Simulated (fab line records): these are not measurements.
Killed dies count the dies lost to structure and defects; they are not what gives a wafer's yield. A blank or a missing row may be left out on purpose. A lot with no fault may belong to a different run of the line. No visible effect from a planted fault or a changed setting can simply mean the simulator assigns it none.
fab line records	flow n5Finfet	part 1 of 2: steps 1 to 23 of 32
[record] lots = 5	wafers = 15	lastDay = 16
route steps=1938 shown BEOL_M0@721 BEOL_M1@751
lots with no fault: from the same line, run without faults
startH: hours from the record's first day to the start of the lot's first wafer shown	waitH: how many hours have passed since the lot's step before this one	" the same as in the row above	L1.1+2: one row covering several wafers at once	- value missing, or start not given	* or withheld: withheld	< > ~ a bound
route shown NAME@n: NAME is a module with steps in the file, n the number in the route of the first one	usual: the fault-free wafers' mean and standard deviation	same: alike in all rows	chamber/n: place in a boat	sites: each site's reading	_std_site: how widely they spread, as a standard deviation	_edge_site: the outer-site mean with the inner-site mean subtracted	radiusMm: for every site, how far away it sits from the centre of the wafer	mask NAME#n: copy n	behind: the most recent tool/chamber to have shaped the wafer	hold: reason for holding the lot/hours on hold/outcome of the hold	device: which transistor (n, p or np) failed to switch	end of line: the tests these same wafers got at the end of their route	a step with no rows: only its recipe	killed: the dies lost at the first sort to structure and to defects; this is not the yield of the wafer	map: shows each die of a wafer: x if killed, . if not, _ if none is there
set.NAME: the setting the step ran with; set.NAME@STEP: the setting that earlier step ran with	model.NAME: the simulator's own value behind a step, which no gauge read
lots at some steps of the route; a table a step, a row a wafer
services: the hour from which a tool's chamber was out of use, counted from the record's first day as startH (under 0 if before that day), plus the number of hours and why
[[steps]]
[step N5_BEOL_M0_TRENCH_ETCH_107]
[recipe] chemistry = C4F6/O2	targetDepthA = 328	target = SiOC	timeS = 16.4	ionEnergyEv = 250	pressureMtorr = 30	sourceW = 355	biasW = 185	Ar_flow_sccm = 300	C4F6_flow_sccm = 10	O2_flow_sccm = 10
[usual] biasW = 185.1/0.57	drypumpMotorCurrentA = 5.7/0.43	oesProductAu = 0.75/0.072	rfVppV = 665/4.8	showerheadPlenumPTorr = 2.80/0.042	throttleValvePct = 20.92/0.24
lot.wafer	tool	chamber	startH	waitH	biasW	drypumpMotorCurrentA	oesProductAu	rfHoursCounterH	rfVppV	showerheadPlenumPTorr	throttleValvePct
L080.2	rieDiel-05	3	154.46	0.0	185.8	5.7	0.71	205	666	2.82	21.27
L080.3	"	0	"	"	185.3	5.1	0.69	223	656	2.81	20.78
L080.6	"	2	"	"	185.8	5.1	0.73	-	665	2.72	20.92
L081.1	rieDiel-05	0	163.50	0.0	185.2	5.0	0.68	225	656	2.81	20.78
L081.2	"	2	"	"	185.1	5.2	0.73	167	667	2.72	20.89
L081.4	"	3	"	"	186.4	5.8	0.71	207	663	2.82	21.28
L083.1	rieDiel-02	3	176.18	0.0	184.7	6.1	0.77	116	666	2.87	20.79
L083.3	"	1	"	"	185.1	6.1	0.72	162	671	2.84	20.66
L083.4	"	0	"	"	184.6	5.7	0.79	110	663	2.76	20.88
L085.4	rieDiel-05	3	184.81	0.0	184.7	5.8	0.70	-	664	2.81	21.29
L085.5	"	0	"	"	183.8	5.1	0.68	-	657	2.81	20.78
L085.6	"	2	"	"	184.9	5.1	0.72	-	666	2.72	20.92
L088.1	rieDiel-02	0	200.25	0.0	185.6	5.6	0.78	119	664	2.75	20.90
L088.3	"	2	"	"	184.4	5.9	0.72	179	658	2.84	21.33
L088.5	"	3	"	"	184.7	6.1	0.76	-	667	2.86	20.80
[step N5_BEOL_M0_STRIP_142]
[recipe] chemistry = N2/H2	timeS = 10	powerW = 450	tempC = 40	pressureMtorr = 20	rfFrequencyHz = 6e+07	biasPowerW = 7	n2FlowSccm = 200	h2FlowSccm = 200
[usual] drypumpMotorCurrentA = 5.7/0.44	oesProductAu = 0.75/0.071	rfVppV = 59.1/0.83	showerheadPlenumPTorr = 2.50/0.037	throttleValvePct = 23.65/0.23
lot.wafer	tool	chamber	startH	waitH	drypumpMotorCurrentA	oesProductAu	rfHoursCounterH	rfVppV	showerheadPlenumPTorr	throttleValvePct
L080.2	rieDiel-05	3	154.49	0.0	5.7	0.71	205	58.6	2.51	23.92
L080.3	"	0	"	"	5.1	0.69	223	58.7	2.51	23.56
L080.6	"	2	"	"	5.2	0.72	-	59.5	2.43	23.74
L081.1	rieDiel-05	0	163.52	0.0	5.1	0.68	225	58.0	2.51	23.56
L081.2	"	2	"	"	5.1	0.73	167	58.8	2.43	23.74
L081.4	"	3	"	"	5.8	0.72	207	58.6	2.51	23.92
L083.1	rieDiel-02	3	176.21	0.0	6.1	0.77	116	59.2	2.55	23.43
L083.3	"	1	"	"	6.1	0.73	162	60.0	2.55	23.50
L083.4	"	0	"	"	5.7	0.78	110	60.3	2.45	23.52
L085.4	rieDiel-05	3	184.85	0.0	5.8	0.71	-	59.3	2.50	23.93
L085.5	"	0	"	"	5.1	0.68	-	58.7	2.51	23.59
L085.6	"	2	"	"	5.1	0.72	-	58.6	2.43	23.76
L088.1	rieDiel-02	0	200.27	0.0	5.6	0.77	119	59.0	2.45	23.51
L088.3	"	2	"	"	5.9	0.72	179	59.0	2.53	24.07
L088.5	"	3	"	"	6.1	0.75	-	59.0	2.55	23.45
[step N5_BEOL_M0_OCD_MEAS_108]
[usual] trenchDepthNm = 32.7/0.56
lot.wafer	tool	chamber	startH	waitH	trenchDepthNm
L080.2	ocd-01	-	154.57	0.1	32.8
L080.3	"	-	"	"	32.0
L080.6	"	-	"	"	32.6
L081.1	ocd-01	-	163.60	0.1	32.6
L081.2	"	-	"	"	32.9
L081.4	"	-	"	"	33.9
L083.1	ocd-02	-	176.29	0.1	33.0
L083.3	"	-	"	"	33.3
L083.4	"	-	"	"	33.0
L085.4	ocd-02	-	184.91	0.0	32.0
L085.5	"	-	"	"	32.2
L085.6	"	-	"	"	33.2
L088.1	ocd-02	-	200.35	0.1	33.0
L088.3	"	-	"	"	31.4
L088.5	"	-	"	"	32.6
[step N5_BEOL_M0_HM_STRIP_129]
[recipe] chemistry = peroxideTinStrip	material = TiN	targetDepthA = 170	tempC = 50	timeS = 108
lot.wafer	tool	chamber	startH	waitH
L080.2+3+6	wetBench-04	3,4,1	154.60	0.0
L081.1+2+4	wetBench-06	3,5,4	163.63	0.0
L083.1+3+4	wetBench-03	0,3,5	176.32	0.0
L085.4+5+6	wetBench-03	5,1,4	184.93	0.0
L088.1+3+5	wetBench-04	2,4,5	200.38	0.0
[step N5_BEOL_M0_SRD_130]
[recipe] timeS = 30	tempC = 23	rinseLiquid = diw	dry = ipaMarangoni
lot.wafer	tool	chamber	startH	waitH
L080.2+3+6	wetBench-04	3,4,1	154.63	0.0
L081.1+2+4	wetBench-06	3,5,4	163.66	0.0
L083.1+3+4	wetBench-03	0,3,5	176.35	0.0
L085.4+5+6	wetBench-03	5,1,4	184.97	0.0
L088.1+3+5	wetBench-04	2,4,5	200.42	0.0
[step N5_BEOL_M0_ETCH_109]
[recipe] chemistry = CH3F/O2	targetDepthA = 80	overetchA = 24	target = SiCN	timeS = 27.4	ionEnergyEv = 120	pressureMtorr = 30	sourceW = 395	biasW = 75	Ar_flow_sccm = 150	CH3F_flow_sccm = 30	O2_flow_sccm = 20
[usual] biasW = 74.97/0.21	drypumpMotorCurrentA = 5.6/0.48	oesProductAu = 0.65/0.06	rfVppV = 296.6/0.96	showerheadPlenumPTorr = 1.97/0.032	throttleValvePct = 16.37/0.24
lot.wafer	tool	chamber	startH	waitH	biasW	drypumpMotorCurrentA	oesProductAu	rfHoursCounterH	rfVppV	showerheadPlenumPTorr	throttleValvePct
L080.2	rieDiel-05	0	154.68	0.0	75.11	5.1	0.60	223	297.9	1.98	16.30
L080.3	"	3	"	"	75.00	5.8	0.60	205	296.5	1.98	16.75
L080.6	"	0	"	"	75.03	5.1	0.60	-	295.9	1.98	16.31
L081.1	rieDiel-02	1	163.71	0.0	74.91	6.1	0.63	157	295.8	2.00	16.15
L081.2	"	2	"	"	75.09	6.0	0.64	166	298.3	2.00	16.75
L081.4	"	0	"	"	75.07	5.7	0.69	107	296.9	1.94	16.32
L083.1	rieDiel-05	2	176.50	0.1	75.11	5.1	0.61	173	297.1	1.91	16.40
L083.3	"	3	"	"	74.80	5.7	0.60	212	296.7	1.98	16.76
L083.4	"	0	"	"	74.82	5.1	0.59	-	296.1	1.97	16.33
L085.4	rieDiel-05	2	185.05	0.1	74.97	5.2	0.61	-	295.5	1.91	16.40
L085.5	"	3	"	"	74.92	5.7	0.61	-	295.1	1.98	16.76
L085.6	"	0	"	"	74.96	5.1	0.58	-	298.0	1.97	16.33
L088.1	rieDiel-05	2	200.49	0.1	75.11	5.1	0.61	184	295.8	1.90	16.43
L088.3	"	0	"	"	75.06	5.1	0.57	242	295.5	1.97	16.35
L088.5	"	3	"	"	75.17	5.7	0.60	-	296.1	1.97	16.78
[step N5_BEOL_M0_STRIP_139]
[recipe] chemistry = postEtchResidueRemover	timeS = 60	tempC = 25	removerPh = withheld	removerWaterWtPct = withheld	removerFluorideWtPct = withheld
lot.wafer	tool	chamber	startH	waitH
L080.2+3+6	wetBench-06	0,2,1	154.78	0.1
L081.1+2+4	wetBench-04	3,2,1	163.81	0.1
L083.1+3+4	wetBench-04	6,7,0	176.60	0.1
L085.4+5+6	wetBench-04	0,2,7	185.11	0.0
L088.1+3+5	wetBench-03	6,5,4	200.63	0.1
[step N5_BEOL_M0_SRD_111]
[recipe] timeS = 30	tempC = 23	rinseLiquid = diw	dry = ipaMarangoni
lot.wafer	tool	chamber	startH	waitH
L080.2+3+6	wetBench-06	0,2,1	154.80	0.0
L081.1+2+4	wetBench-04	3,2,1	163.83	0.0
L083.1+3+4	wetBench-04	6,7,0	176.62	0.0
L085.4+5+6	wetBench-04	0,2,7	185.13	0.0
L088.1+3+5	wetBench-03	6,5,4	200.67	0.0
[step N5_BEOL_M0_DEGAS_112]
[recipe] ambient = vacuum	tempC = 250	timeS = 60
[usual] heaterPowerW = 339/35
lot.wafer	tool	chamber	startH	waitH	heaterPowerW
L080.2	pvdSputter-02	-	155.32	0.5	371
L080.3	"	-	"	"	350
L080.6	"	-	"	"	375
L081.1	pvdSputter-03	-	164.24	0.4	372
L081.2	"	-	"	"	331
L081.4	"	-	"	"	302
L083.1	pvdSputter-03	-	176.98	0.3	340
L083.3	"	-	"	"	372
L083.4	"	-	"	"	361
L085.4	pvdSputter-03	-	185.84	0.7	370
L085.5	"	-	"	"	301
L085.6	"	-	"	"	334
L088.1	pvdSputter-02	-	200.93	0.2	297
L088.3	"	-	"	"	298
L088.5	"	-	"	"	303
[step N5_BEOL_M0_PRE_CLEAN_113]
[recipe] gas = H2/He	timeS = 30	tempC = 250
[usual] heaterPowerW = 339/36
lot.wafer	tool	chamber	startH	waitH	heaterPowerW
L080.2	pvdSputter-02	-	155.36	0.0	383
L080.3	"	-	"	"	356
L080.6	"	-	"	"	366
L081.1	pvdSputter-03	-	164.28	0.0	375
L081.2	"	-	"	"	334
L081.4	"	-	"	"	299
L083.1	pvdSputter-03	-	177.02	0.0	333
L083.3	"	-	"	"	382
L083.4	"	-	"	"	366
L085.4	pvdSputter-03	-	185.88	0.0	369
L085.5	"	-	"	"	302
L085.6	"	-	"	"	341
L088.1	pvdSputter-02	-	200.97	0.0	295
L088.3	"	-	"	"	306
L088.5	"	-	"	"	303
[step N5_BEOL_M0_ALD_136]
[recipe] material = TaN	targetThkA = *	tempC = 275	aldPrecursorFamily = PDMAT	aldCoReactant = NH3	pressureTorr = 3	carrierFlowSccm = 1500	pulseTimeS = 2	purgeTimeS = 3	coReactantPurgeTimeS = 2	coReactantPulseTimeS = 3	aldCycles = 30	precursorVesselTempC = 75	precursorVesselPressureTorr = 26.25	precursorVesselCarrierSccm = 1000
[usual] heaterPowerW = 437/52
[same] coReactantPurgeTimeS = 2
lot.wafer	tool	chamber	startH	waitH	heaterPowerW
L080.2	aldMetal-01	2	155.51	0.1	461
L080.3	"	0	"	"	438
L080.6	"	1	"	"	502
L081.1	aldMetal-01	2	164.35	0.0	458
L081.2	"	1	"	"	496
L081.4	"	0	"	"	444
L083.1	aldMetal-02	2	177.08	0.0	344
L083.3	"	0	"	"	446
L083.4	"	1	"	"	527
L085.4	aldMetal-02	2	185.96	0.1	341
L085.5	"	0	"	"	450
L085.6	"	1	"	"	528
L088.1	aldMetal-04	1	201.06	0.1	458
L088.3	"	0	"	"	460
L088.5	"	0	"	"	457
[step N5_BEOL_M0_SURFACE_TREAT_137]
[recipe] gas = Ar	timeS = *	ionEnergyEv = *	ionCurrentMaCm2 = 0.5	pressureMtorr = *	arFlowSccm = 30
[usual] throttleValvePct = *
lot.wafer	tool	chamber	startH	waitH	throttleValvePct
L080.2	pvdSputter-03	-	155.95	0.3	*
L080.3	"	-	"	"	*
L080.6	"	-	"	"	*
L081.1	pvdSputter-01	-	164.59	0.1	*
L081.2	"	-	"	"	*
L081.4	"	-	"	"	*
L083.1	pvdSputter-02	-	177.30	0.1	*
L083.3	"	-	"	"	*
L083.4	"	-	"	"	*
L085.4	pvdSputter-03	-	186.24	0.2	*
L085.5	"	-	"	"	*
L085.6	"	-	"	"	*
L088.1	pvdSputter-01	-	201.36	0.2	*
L088.3	"	-	"	"	*
L088.5	"	-	"	"	*
[step N5_BEOL_M0_CVD_115]
[recipe] material = Co	targetThkA = *	tempC = withheld	precursor = CCTBA/H2	pressureTorr = 30	timeS = 120
lot.wafer	tool	chamber	startH	waitH
L080.2+3+6	cvdCo-01	0,1,0	156.01	0.0
L081.1+2+4	cvdCo-02	1,0,0	164.65	0.0
L083.1+3+4	cvdCo-01	1,2,1	177.40	0.1
L085.4+5+6	cvdCo-02	0,1,2	186.35	0.1
L088.1+3+5	cvdCo-01	2,1,0	201.65	0.3
[step N5_BEOL_M0_SPUTTER_116]
[recipe] material = Cu	targetThkA = 40	tempC = -20	chamberPressurePa = 0.07	powerW = withheld	timeS = 7.37
[usual] substrateTempC = -19.99/0.1	throttleValvePct = 30.4/0.45
lot.wafer	tool	chamber	startH	waitH	substrateTempC	throttleValvePct
L080.2	pvdSputter-03	-	156.19	0.1	-20.17	30.1
L080.3	"	-	"	"	-19.87	30.5
L080.6	"	-	"	"	-19.97	29.8
L081.1	pvdSputter-01	-	164.77	0.1	-20.06	30.5
L081.2	"	-	"	"	-20.05	30.6
L081.4	"	-	"	"	-19.90	29.3
L083.1	pvdSputter-01	-	179.11	1.7	-20.03	30.2
L083.3	"	-	"	"	-20.10	29.5
L083.4	"	-	"	"	-19.79	30.3
L085.4	pvdSputter-02	-	186.54	0.1	-19.96	30.3
L085.5	"	-	"	"	-20.13	30.4
L085.6	"	-	"	"	-19.92	30.6
L088.1	pvdSputter-01	-	203.56	1.9	-20.06	29.8
L088.3	"	-	"	"	-19.82	30.3
L088.5	"	-	"	"	-19.87	29.5
[step N5_BEOL_M0_ANNEAL_117]
[recipe] tempC = 400	timeS = 60	ambient = vacuum
[usual] heaterPowerW = 830/97
lot.wafer	tool	chamber	startH	waitH	heaterPowerW
L080.2	pvdSputter-03	-	156.27	0.0	926
L080.3	"	-	"	"	909
L080.6	"	-	"	"	849
L081.1	pvdSputter-01	-	164.85	0.0	940
L081.2	"	-	"	"	622
L081.4	"	-	"	"	863
L083.1	pvdSputter-01	-	179.19	0.0	860
L083.3	"	-	"	"	852
L083.4	"	-	"	"	620
L085.4	pvdSputter-02	-	186.62	0.0	754
L085.5	"	-	"	"	742
L085.6	"	-	"	"	906
L088.1	pvdSputter-01	-	203.64	0.0	855
L088.3	"	-	"	"	618
L088.5	"	-	"	"	862
[step N5_BEOL_M0_SPUTTER_132]
[recipe] material = Cu	targetThkA = 40	tempC = -20	chamberPressurePa = 0.07	powerW = withheld	timeS = 7.37
[usual] substrateTempC = -19.99/0.11	throttleValvePct = 30.4/0.44
lot.wafer	tool	chamber	startH	waitH	substrateTempC	throttleValvePct
L080.2	pvdSputter-03	-	156.31	0.0	-20.15	30.1
L080.3	"	-	"	"	-19.79	30.6
L080.6	"	-	"	"	-20.20	30.1
L081.1	pvdSputter-01	-	164.89	0.0	-19.95	30.9
L081.2	"	-	"	"	-19.82	30.4
L081.4	"	-	"	"	-20.08	29.6
L083.1	pvdSputter-01	-	179.23	0.0	-20.16	30.3
L083.3	"	-	"	"	-20.12	29.8
L083.4	"	-	"	"	-20.22	30.6
L085.4	pvdSputter-02	-	186.66	0.0	-20.18	30.6
L085.5	"	-	"	"	-19.99	30.5
L085.6	"	-	"	"	-20.21	30.6
L088.1	pvdSputter-01	-	203.68	0.0	-19.87	29.4
L088.3	"	-	"	"	-20.01	30.5
L088.5	"	-	"	"	-19.91	29.8
[step N5_BEOL_M0_ANNEAL_133]
[recipe] tempC = 400	timeS = 60	ambient = vacuum
[usual] heaterPowerW = 828/99
lot.wafer	tool	chamber	startH	waitH	heaterPowerW
L080.2	pvdSputter-03	-	156.39	0.0	934
L080.3	"	-	"	"	933
L080.6	"	-	"	"	841
L081.1	pvdSputter-01	-	164.97	0.0	931
L081.2	"	-	"	"	632
L081.4	"	-	"	"	860
L083.1	pvdSputter-01	-	179.31	0.0	855
L083.3	"	-	"	"	859
L083.4	"	-	"	"	619
L085.4	pvdSputter-02	-	186.74	0.0	775
L085.5	"	-	"	"	740
L085.6	"	-	"	"	898
L088.1	pvdSputter-01	-	203.76	0.0	853
L088.3	"	-	"	"	613
L088.5	"	-	"	"	862
[step N5_BEOL_M0_SPUTTER_134]
[recipe] material = Cu	targetThkA = 40	tempC = -20	chamberPressurePa = 0.07	powerW = withheld	timeS = 7.37
[usual] substrateTempC = -19.99/0.092	throttleValvePct = 30.4/0.45
lot.wafer	tool	chamber	startH	waitH	substrateTempC	throttleValvePct
L080.2	pvdSputter-03	-	156.43	0.0	-20.14	30.0
L080.3	"	-	"	"	-19.87	30.3
L080.6	"	-	"	"	-20.11	29.9
L081.1	pvdSputter-01	-	165.01	0.0	-19.98	30.8
L081.2	"	-	"	"	-19.84	30.4
L081.4	"	-	"	"	-19.94	29.6
L083.1	pvdSputter-01	-	179.35	0.0	-19.83	30.4
L083.3	"	-	"	"	-19.97	29.2
L083.4	"	-	"	"	-20.17	30.5
L085.4	pvdSputter-02	-	186.78	0.0	-19.89	30.6
L085.5	"	-	"	"	-20.06	30.9
L085.6	"	-	"	"	-19.93	30.7
L088.1	pvdSputter-01	-	203.80	0.0	-20.15	29.5
L088.3	"	-	"	"	-19.95	30.4
L088.5	"	-	"	"	-20.11	29.5
[step N5_BEOL_M0_ANNEAL_135]
[recipe] tempC = 400	timeS = 60	ambient = vacuum
[usual] heaterPowerW = 830/100
lot.wafer	tool	chamber	startH	waitH	heaterPowerW
L080.2	pvdSputter-03	-	156.51	0.0	896
L080.3	"	-	"	"	942
L080.6	"	-	"	"	841
L081.1	pvdSputter-01	-	165.09	0.0	948
L081.2	"	-	"	"	607
L081.4	"	-	"	"	873
L083.1	pvdSputter-01	-	179.43	0.0	871
L083.3	"	-	"	"	841
L083.4	"	-	"	"	615
L085.4	pvdSputter-02	-	186.86	0.0	733
L085.5	"	-	"	"	737
L085.6	"	-	"	"	933
L088.1	pvdSputter-01	-	203.88	0.0	853
L088.3	"	-	"	"	637
L088.5	"	-	"	"	883
[step N5_BEOL_M0_SPUTTER_141]
[recipe] material = Cu	targetThkA = 40	tempC = -20	chamberPressurePa = 0.07	powerW = withheld	timeS = 7.37
[usual] substrateTempC = -20.00/0.099	throttleValvePct = 30.4/0.43
lot.wafer	tool	chamber	startH	waitH	substrateTempC	throttleValvePct
L080.2	pvdSputter-03	-	156.55	0.0	-19.86	30.1
L080.3	"	-	"	"	-19.97	30.6
L080.6	"	-	"	"	-19.90	30.1
L081.1	pvdSputter-01	-	165.13	0.0	-20.04	30.8
L081.2	"	-	"	"	-20.09	30.2
L081.4	"	-	"	"	-19.78	29.2
L083.1	pvdSputter-01	-	179.47	0.0	-20.00	30.5
L083.3	"	-	"	"	-20.07	29.5
L083.4	"	-	"	"	-20.08	30.5
L085.4	pvdSputter-02	-	186.90	0.0	-20.02	30.7
L085.5	"	-	"	"	-19.89	30.6
L085.6	"	-	"	"	-20.03	30.7
L088.1	pvdSputter-01	-	203.92	0.0	-20.08	29.8
L088.3	"	-	"	"	-20.02	30.5
L088.5	"	-	"	"	-20.02	29.5
[step N5_BEOL_M0_ECD_118]
[recipe] material = Cu	targetThkA = 3000
lot.wafer	tool	chamber	startH	waitH
L080.2+3+6	ecdCu-01	0,1,1	156.66	0.1
L081.1+2+4	ecdCu-02	0,1,1	165.24	0.1
L083.1+3+4	ecdCu-01	0,1,0	179.59	0.1
L085.4+5+6	ecdCu-01	0,1,0	187.03	0.1
L088.1+3+5	ecdCu-01	0,1,1	204.04	0.1
[step N5_BEOL_M0_ANNEAL_119]
[recipe] tempC = 225	timeS = 90	ambient = N2
[usual] wafer_temp_C_max = 226.2/0.33
lot.wafer	tool	chamber	startH	waitH	wafer_temp_C_max
L080.2	rtpAnneal-02	0	158.34	1.7	226.2
L080.3	"	0	"	"	225.8
L080.6	"	0	"	"	225.8
L081.1	rtpAnneal-02	0	165.43	0.2	226.2
L081.2	"	0	"	"	226.2
L081.4	"	0	"	"	225.9
L083.1	rtpAnneal-01	0	179.82	0.2	225.9
L083.3	"	0	"	"	226.2
L083.4	"	0	"	"	226.3
L085.4	rtpAnneal-01	0	187.61	0.6	226.2
L085.5	"	0	"	"	226.3
L085.6	"	0	"	"	227.2
L088.1	rtpAnneal-01	0	204.12	0.1	226.6
L088.3	"	0	"	"	226.8
L088.5	"	0	"	"	226.3
[step N5_BEOL_M0_CMP_120]
[recipe] stopOn = SiOC	tOverpolishS = 6.9	downForcePsi = 1	platenRpm = 50	clearingPlatenDownForcePsi = 1.5	clearingPlatenRpm = 50	postCmpClean = cuAlkaline	clearingPlatenPadVelocityMS = 0.99484	padVelocityMS = 0.99484
[usual] barrierFieldEndpointS = 3.62/0.12	clearingPlatenRpm = 50.001/0.025	motorCurrentA = 5.8/0.61	overpolishRunS = 6.900/0.0086	timeToEndpointS = 62.7/2.7
lot.wafer	tool	chamber	startH	waitH	barrierFieldEndpointS	clearingPlatenRpm	motorCurrentA	overpolishRunS	timeToEndpointS
L080.3	cmp-04	3	158.63	0.2	3.51	49.996	5.7	6.892	68.1
L080.2	"	1	"	"	3.44	49.989	6.2	6.891	64.6
L080.6	"	3	"	"	3.49	49.987	5.4	6.899	66.4
L081.2	cmp-02	0	166.02	0.4	3.48	50.007	4.9	6.911	59.8
L081.1	"	1	"	"	3.51	49.983	5.6	6.899	59.5
L081.4	"	2	"	"	3.68	50.027	5.6	6.911	57.6
L083.3	cmp-03	3	180.13	0.2	3.79	49.991	7.7	6.908	61.8
L083.1	"	0	"	"	3.71	49.998	6.5	6.905	61.4
L083.4	"	2	"	"	3.76	50.028	6.8	6.895	64.3
L085.4	cmp-04	2	187.89	0.2	3.53	50.035	5.8	6.900	65.1
L085.5	"	3	"	"	3.71	50.021	5.8	6.896	67.8
L085.6	"	0	"	"	3.48	50.033	6.0	6.902	65.0
L088.1	cmp-04	3	204.43	0.3	3.77	50.023	5.5	6.900	65.4
L088.3	"	2	"	"	3.68	49.996	6.0	6.902	60.4
L088.5	"	3	"	"	3.58	50.018	5.5	6.903	65.3
